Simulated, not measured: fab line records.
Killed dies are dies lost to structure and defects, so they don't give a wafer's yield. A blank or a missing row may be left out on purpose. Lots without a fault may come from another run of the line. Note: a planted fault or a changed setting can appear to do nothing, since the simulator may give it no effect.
fab line records    flow nand-harc
record: lots: 13  wafers: 39  last-day: 33
route steps=1302 shown P_CONTACT@217 END@1302
lots that met no fault: taken from a fault-free run of the same line
start-h: the number of hours between the record's first day and the start of the first shown wafer of the lot    wait-h: how many hours have passed since the lot's step before this one    " unchanged from the row above    L1.1+2: one row covering several wafers at once    - no value present, or no start provided    * or withheld: withheld    < > ~ a bound
route shown NAME@n: NAME is a module with steps in the file, n the number in the route of the first one    usual: mean/standard deviation taken from wafers without a fault    same: alike in all rows    chamber/n: place in a boat    sites: readings site by site    _std_site: standard deviation across them    _edge_site: the outer-site mean with the inner-site mean subtracted    radius-mm: for every site, how far away it sits from the centre of the wafer    mask NAME#n: copy n    behind: tool/chamber where the wafer was last shaped    hold: cause of the lot's hold/its duration in hours/its outcome    device: which transistor (n, p or np) failed to switch    end of line: the route-end tests of the same wafers    where a step has no rows: the recipe by itself    killed: count of dies lost to structure and defects at first sort (not the wafer's yield)    map: per-die view of a wafer (x killed, . not killed, _ where there is no die)
set.NAME: setting as actually run; set.NAME@STEP: the setting as run at that earlier step    model.NAME: the simulator's own value behind a step, which no gauge read
route steps across a sampled set of lots; one table per step, one row per wafer
services: a tool's chamber out of use, with start hour (start-h, from the record's first day; less than 0 if before it), hours out, and reason
== steps ==
step: NHARC_P_CONTACT_DEP_30
recipe: target-thk-a: 300  temp-c: 400  target-thk-nm: 30  flow-sccm: 200  rf-w: 450  material: SiNx
usual: heater-power-outer-w: 386/51  heater-power-w: 656/75
lot.wafer  tool      chamber  start-h  wait-h  heater-power-outer-w  heater-power-w
L805.1     pecvd-02  2        133.11   0.1     366                   651
L805.5     "         2        "        "       380                   647
L805.4     "         1        "        "       449                   742
L806.3     pecvd-01  0        144.46   0.1     414                   682
L806.4     "         0        "        "       411                   652
L806.6     "         2        "        "       406                   681
L807.2     pecvd-02  1        152.75   0.1     420                   753
L807.3     "         0        "        "       354                   572
L807.5     "         1        "        "       432                   763
L809.1     pecvd-02  1        174.77   0.1     450                   783
L809.4     "         0        "        "       345                   544
L809.6     "         1        "        "       459                   789
L811.3     pecvd-03  0        201.89   0.1     285                   557
L811.4     "         2        "        "       374                   657
L811.6     "         1        "        "       405                   678
L818.1     pecvd-02  1        263.77   0.1     400                   682
L818.4     "         2        "        "       340                   607
L818.6     "         1        "        "       410                   704
L817.1     pecvd-01  2        266.21   0.1     466                   752
L817.5     "         1        "        "       394                   678
L817.4     "         2        "        "       363                   624
L820.2     pecvd-01  1        281.53   0.1     373                   670
L820.3     "         0        "        "       474                   746
L820.6     "         1        "        "       379                   656
L821.5     pecvd-02  2        299.63   0.2     369                   661
L821.6     "         0        "        "       269                   461
L821.4     "         1        "        "       375                   674
L822.3     pecvd-02  0        303.76   0.1     359                   576
L822.4     "         0        "        "       351                   591
L822.6     "         1        "        "       361                   623
L823.1     pecvd-02  0        315.56   0.1     330                   557
L823.2     "         2        "        "       322                   556
L823.4     "         0        "        "       332                   569
L824.3     pecvd-02  0        323.71   0.1     306                   531
L824.2     "         1        "        "       307                   555
L824.6     "         2        "        "       377                   648
L825.2     pecvd-01  0        336.91   0.1     403                   649
L825.4     "         1        "        "       401                   703
L825.5     "         2        "        "       491                   813
step: NHARC_P_CONTACT_OVL_MEAS_13
usual: overlay-x-nm: -0.4/0.9  overlay-y-nm: 0.3/0.83
lot.wafer  tool        chamber  start-h  wait-h  overlay-x-nm  overlay-y-nm
L805.1     overlay-02  -        134.73   -       -2.1          -1.5
L805.4     "           -        "        "       -2.0          -1.3
L805.5     "           -        "        "       -1.8          -1.2
L806.3     overlay-01  -        146.10   -       0.7           0.0
L806.4     "           -        "        "       0.8           0.0
L806.6     "           -        "        "       0.2           0.3
L807.2     overlay-02  -        154.37   -       -1.3          0.1
L807.3     "           -        "        "       -0.8          -0.7
L807.5     "           -        "        "       -0.2          -0.5
L809.1     overlay-01  -        176.23   -       0.5           -0.6
L809.4     "           -        "        "       1.2           -0.6
L809.6     "           -        "        "       1.2           -0.2
L811.3     overlay-02  -        203.35   -       -0.5          -0.3
L811.4     "           -        "        "       -0.5          -0.2
L811.6     "           -        "        "       0.0           -0.3
L818.1     overlay-02  -        265.35   -       -1.0          -0.8
L818.4     "           -        "        "       -1.3          -0.9
L818.6     "           -        "        "       -1.2          -0.9
L817.1     overlay-02  -        267.63   -       -1.0          -0.3
L817.4     "           -        "        "       -0.8          0.1
L817.5     "           -        "        "       -1.6          0.2
L820.2     overlay-01  -        283.04   -       0.7           0.3
L820.3     "           -        "        "       1.4           0.3
L820.6     "           -        "        "       1.1           0.8
L821.4     overlay-01  -        301.17   -       -1.2          0.1
L821.5     "           -        "        "       -1.2          0.6
L821.6     "           -        "        "       -1.3          0.1
L822.3     overlay-01  -        305.35   -       -0.9          1.0
L822.4     "           -        "        "       -0.5          1.5
L822.6     "           -        "        "       -0.5          0.8
L823.1     overlay-02  -        317.18   -       0.2           0.3
L823.2     "           -        "        "       0.6           -0.6
L823.4     "           -        "        "       0.2           0.7
L824.2     overlay-02  -        325.29   -       -0.3          1.2
L824.3     "           -        "        "       -0.2          1.1
L824.6     "           -        "        "       0.1           0.6
L825.2     overlay-02  -        338.33   -       -0.3          1.6
L825.4     "           -        "        "       -0.6          1.6
L825.5     "           -        "        "       -0.4          1.8
step: NHARC_P_CONTACT_ETCH_31
recipe: target-depth-a: 300  time-s: 85.7  ion-energy-ev: 120  over-etch-frac: 1  ch3f-flow-sccm: 50  o2-flow-sccm: 30  ar-flow-sccm: 200  rf-w: 500  bias-w: 100  chemistry: CH3F/O2
usual: drypump-motor-current-A: 5.8/0.35  oes-product-au: 0.981/0.013  rf-vpp-V: 245.2/1.6  showerhead-plenum-p-Torr: 2.52/0.1  throttle-valve-pct: 20.664/0.009
lot.wafer  tool         chamber  start-h  wait-h  drypump-motor-current-A  oes-product-au  rf-hours-counter-h  rf-vpp-V  showerhead-plenum-p-Torr  throttle-valve-pct
L805.1     rie-diel-08  1        135.57   -       5.9                      0.973           3.5                 245.3     2.61                      20.673
L805.4     "            2        "        "       5.5                      0.986           3.1                 241.8     2.30                      20.664
L805.5     "            0        "        "       5.9                      0.989           -                   246.0     2.63                      20.663
L806.3     rie-diel-10  0        146.94   -       5.6                      0.987           5.1                 246.1     2.62                      20.675
L806.4     "            1        "        "       5.9                      1.008           5.1                 246.8     2.60                      20.673
L806.6     "            1        "        "       5.9                      1.003           -                   244.9     2.60                      20.658
L807.3     rie-diel-08  3        155.21   -       5.6                      0.995           3.5                 242.9     2.49                      20.671
L807.2     "            0        "        "       6.0                      0.987           3.8                 247.4     2.63                      20.678
L807.5     "            0        "        "       5.9                      0.974           -                   245.4     2.63                      20.658
L809.4     rie-diel-08  2        177.08   -       5.5                      0.756           4.5                 239.4     2.30                      20.665
L809.1     "            3        "        "       5.6                      0.765           4.5                 245.3     2.49                      20.674
L809.6     "            1        "        "       6.0                      0.950           -                   247.4     2.61                      20.681
L811.3     rie-diel-08  2        204.20   -       5.5                      0.758           0.3                 242.1     2.30                      20.660
L811.4     "            0        "        "       6.0                      0.768           0.3                 246.5     2.63                      20.639
L811.6     "            2        "        "       5.5                      0.979           -                   242.6     2.30                      20.668
L818.1     rie-diel-08  3        266.21   -       5.6                      0.980           1.8                 244.9     2.49                      20.651
L818.4     "            0        "        "       5.9                      0.977           1.9                 246.6     2.63                      20.662
L818.6     "            1        "        "       5.9                      0.978           -                   245.7     2.61                      20.664
L817.1     rie-diel-10  2        268.48   -       6.2                      0.974           0.9                 243.4     2.44                      20.667
L817.4     "            0        "        "       5.6                      0.999           1.2                 247.1     2.62                      20.658
L817.5     "            2        "        "       6.2                      0.990           -                   243.8     2.44                      20.659
L820.3     rie-diel-08  0        283.88   -       5.9                      0.977           2.2                 246.8     2.62                      20.653
L820.2     "            1        "        "       5.9                      0.966           2.3                 245.3     2.61                      20.657
L820.6     "            0        "        "       5.9                      0.968           -                   247.1     2.62                      20.672
L821.4     rie-diel-10  3        302.03   -       5.2                      0.968           3.5                 244.8     2.50                      20.659
L821.5     "            2        "        "       6.2                      0.955           -                   244.0     2.44                      20.663
L821.6     "            3        "        "       5.2                      0.974           -                   245.3     2.50                      20.654
L822.3     rie-diel-10  1        306.20   -       5.9                      0.991           4.2                 245.5     2.59                      20.668
L822.4     "            2        "        "       6.2                      0.974           4.4                 242.3     2.44                      20.666
L822.6     "            3        "        "       5.1                      0.977           -                   245.2     2.50                      20.655
L823.4     rie-diel-10  3        318.03   -       5.2                      0.990           4.2                 245.4     2.50                      20.675
L823.1     "            0        "        "       5.6                      0.981           4.2                 246.6     2.61                      20.665
L823.2     "            1        "        "       5.9                      0.995           4.7                 247.1     2.59                      20.656
L824.3     rie-diel-06  2        326.14   -       5.9                      0.981           0.8                 245.8     2.49                      20.675
L824.2     "            0        "        "       6.0                      0.985           0.6                 242.5     2.34                      20.648
L824.6     "            2        "        "       5.9                      0.985           -                   244.5     2.49                      20.654
L825.2     rie-diel-10  1        339.27   -       5.9                      0.969           5.5                 246.4     2.59                      20.674
L825.4     "            3        "        "       5.2                      1.004           4.8                 244.2     2.50                      20.655
L825.5     "            0        "        "       5.6                      0.974           -                   246.4     2.61                      20.667
step: NHARC_P_CONTACT_CMP_24
recipe: t-overpolish-s: 30  target-thk-nm: 200
usual: motor-current-A: 11.2/1.1  overpolish-run-s: 30.001/0.0093  time-to-endpoint-s: 40.3/2.5
lot.wafer  tool    chamber  start-h  wait-h  motor-current-A  overpolish-run-s  time-to-endpoint-s
L805.4     cmp-03  0        137.50   0.4     11.5             30.023            39.0
L805.1     "       2        "        "       12.6             29.987            41.7
L805.5     "       0        "        "       11.2             30.008            36.0
L806.4     cmp-01  2        148.88   0.3     12.7             30.011            41.1
L806.3     "       0        "        "       12.8             29.993            39.5
L806.6     "       3        "        "       9.8              30.005            40.1
L807.3     cmp-02  0        157.19   0.3     10.0             30.007            36.2
L807.2     "       1        "        "       11.5             29.996            37.5
L807.5     "       3        "        "       10.0             30.001            38.4
L809.1     cmp-01  2        179.00   0.6     12.7             30.014            38.0
L809.4     "       1        "        "       12.3             30.019            37.8
L809.6     "       2        "        "       12.6             29.992            39.2
L811.3     cmp-02  3        206.25   0.4     10.5             29.999            36.8
L811.4     "       0        "        "       9.8              29.996            41.1
L811.6     "       3        "        "       10.3             30.011            35.6
L818.4     cmp-03  3        268.18   0.3     11.2             30.000            39.3
L818.1     "       1        "        "       10.6             29.996            42.9
L818.6     "       2        "        "       13.3             30.008            41.5
L817.4     cmp-03  1        270.45   0.3     10.5             29.993            43.1
L817.1     "       3        "        "       11.1             29.994            39.3
L817.5     "       1        "        "       10.6             30.016            43.4
L820.3     cmp-03  1        285.87   0.3     10.9             29.993            43.3
L820.2     "       0        "        "       10.4             29.996            39.0
L820.6     "       1        "        "       10.9             29.999            41.5
L821.4     cmp-03  0        304.11   0.3     11.8             29.991            40.4
L821.6     "       2        "        "       12.8             30.000            41.9
L821.5     "       3        "        "       10.5             30.000            41.0
L822.4     cmp-02  2        308.14   0.3     10.8             30.011            48.4
L822.3     "       1        "        "       11.6             30.000            40.5
L822.6     "       3        "        "       10.5             30.002            42.9
L823.1     cmp-02  3        320.00   0.6     10.4             30.004            39.2
L823.2     "       0        "        "       9.7              29.998            39.3
L823.4     "       1        "        "       11.8             29.986            41.0
L824.2     cmp-02  1        328.07   0.6     12.0             30.013            39.0
L824.3     "       2        "        "       10.5             30.011            43.5
L824.6     "       1        "        "       12.6             30.017            43.1
L825.2     cmp-02  0        341.26   0.5     9.4              30.016            39.8
L825.4     "       1        "        "       12.1             30.009            38.1
L825.5     "       0        "        "       9.8              29.993            39.3
step: NHARC_END_SORT_01
recipe: temp-c: 25
usual: killed-at-array: 58/18  killed-at-other: 1.0/1.5  killed-at-periphery: 4/3.1  killed-dies: 64/18  killed-open: 3.4/1.9  killed-short: 2.7/1.7
same: gross-dies: 677
lot.wafer  tool       chamber  start-h  wait-h  killed-at-array  killed-at-other  killed-at-periphery  killed-dies  killed-open  killed-short
L805.1     prober-02  0        593.10   2.5     43               1                13                   57           7            1
L805.4     prober-02  0        595.47   3.4     49               0                9                    58           4            4
L805.5     prober-02  0        596.26   3.7     36               2                4                    42           1            1
L809.1     prober-01  0        628.87   2.5     86               1                1                    88           2            0
L809.4     prober-01  0        631.28   3.4     90               1                0                    91           1            3
L809.6     prober-01  0        632.88   4.0     92               0                0                    92           2            0
L818.6     prober-01  0        704.38   4.0     54               1                4                    59           1            1
killed by level:class
L805.1 A_SLIT:chamber-film-flake=20 P_GATE:chamber-film-flake=8 A_CHANNEL_HOLE_D2:chamber-film-flake=8 A_BONDPAD:chamber-film-flake=3 A_STAIRCASE:chamber-film-flake=3 A_CHANNEL_FILL_D2:geometric-particle:open=2 A_CHANNEL_HOLE_D1:chamber-film-flake=2 P_GATE:geometric-particle:short=1
L805.4 A_SLIT:chamber-film-flake=23 P_GATE:chamber-film-flake=8 A_CHANNEL_HOLE_D2:chamber-film-flake=6 A_STAIRCASE:chamber-film-flake=4 A_M0:geometric-particle:open=3 A_CHANNEL_HOLE_D1:chamber-film-flake=3 A_CONTACT:chamber-film-flake=3 P_GATE:geometric-particle:short=1
L805.5 A_SLIT:chamber-film-flake=24 A_CONTACT:chamber-film-flake=4 P_GATE:chamber-film-flake=3 A_CHANNEL_HOLE_D1:chamber-film-flake=2 A_STAIRCASE:chamber-film-flake=2 THIN_TSV:chamber-film-flake=2 A_SOURCE_PLATE:geometric-particle:short=1 A_CHANNEL_FILL_D1:geometric-particle:open=1
L809.1 A_SLIT:chamber-film-flake=34 A_CHANNEL_HOLE_D1:chamber-film-flake=28 A_CHANNEL_HOLE_D2:chamber-film-flake=20 A_CONTACT:chamber-film-flake=2 P_CONTACT:geometric-particle:open=1 A_M0:geometric-particle:open=1 A_CHANNEL_FILL_D1:chamber-film-flake=1 THIN_TSV:chamber-film-flake=1
L809.4 A_CHANNEL_HOLE_D1:chamber-film-flake=31 A_SLIT:chamber-film-flake=25 A_CHANNEL_HOLE_D2:chamber-film-flake=17 A_CONTACT:chamber-film-flake=6 A_CHANNEL_FILL_D1:chamber-film-flake=3 A_SOURCE_PLATE:geometric-particle:short=1 A_DECK1_JOINT:geometric-particle:open=1 A_CHANNEL_HOLE_D2:geometric-particle:short=1
L809.6 A_CHANNEL_HOLE_D2:chamber-film-flake=30 A_CHANNEL_HOLE_D1:chamber-film-flake=28 A_SLIT:chamber-film-flake=23 A_CONTACT:chamber-film-flake=5 A_DECK1_JOINT:chamber-film-flake=3 A_SOURCE_PLATE:geometric-particle:open=1 A_WL_FILL:geometric-particle:open=1 A_STAIRCASE:chamber-film-flake=1
L818.6 A_SLIT:chamber-film-flake=31 A_CHANNEL_HOLE_D2:chamber-film-flake=12 A_STAIRCASE:chamber-film-flake=4 A_CHANNEL_HOLE_D1:chamber-film-flake=3 P_ZERO_WELL:chamber-film-flake=2 A_CONTACT:chamber-film-flake=2 P_CONTACT:geometric-particle:open=1 A_ONON_D1:geometric-particle:short=1
== services ==
tool         chamber  start-h  hours  kind
cmp-03       -        109.78   1.2    repair
cmp-02       -        134.62   4.0    pm
cmp-03       -        146.03   2.2    repair
cmp-03       -        166.99   5.5    repair
cmp-02       -        173.36   5.1    repair
rie-diel-10  2        174.34   12.1   repair
rie-diel-10  0        175.00   5.7    repair
pecvd-02     -        180.46   1.0    repair
cmp-02       -        182.16   1.1    repair
rie-diel-08  -        190.85   9.0    pm
rie-diel-10  1        198.88   9.6    repair
pecvd-02     -        200.81   1.3    repair
cmp-02       -        208.90   2.9    repair
pecvd-02     -        227.32   13.0   pm
rie-diel-10  2        227.84   9.2    repair
cmp-02       -        232.62   4.0    pm
rie-diel-10  -        242.50   9.0    pm
rie-diel-10  3        256.22   2.5    repair
pecvd-02     -        277.12   0.7    repair
rie-diel-08  1        321.56   5.7    repair
rie-diel-08  2        326.73   6.4    repair
cmp-02       -        330.50   1.4    repair
cmp-02       -        331.94   4.0    pm
rie-diel-10  3        336.83   2.0    repair
== key ==
first-sign: step: NHARC_P_CONTACT_ETCH_31  reading: oes-product-au  direction: down  sigmas: 17  usual: 0.981  struck: 0.762
effect none on later readings
met-at NHARC_P_CONTACT_ETCH_31
struck-lots L809,L811
struck-wafers L809.1,L809.4,L811.3,L811.4
tester-left-out L809,L811
not-acting-at NHARC_P_CONTACT_DEP_30,NHARC_P_CONTACT_OVL_MEAS_13,NHARC_P_CONTACT_CMP_24
onset-between 155.21 177.08
fault: kind: process-parameter-drift  tool: rie-diel-08  chamber: -  onset-h: 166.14  steps: NHARC_P_CONTACT_ETCH_31  channel: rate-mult  offset: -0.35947  shape: step  end-h: 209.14  scope: struck-wafers-only
tester-left-out: of these lots the tester's yield and bins aren't shown, on N5 and GAA mostly nor the transistor test; their killed dies are dies lost to structure and defects alone, not to doping, threshold or leakage, so they don't give the yield
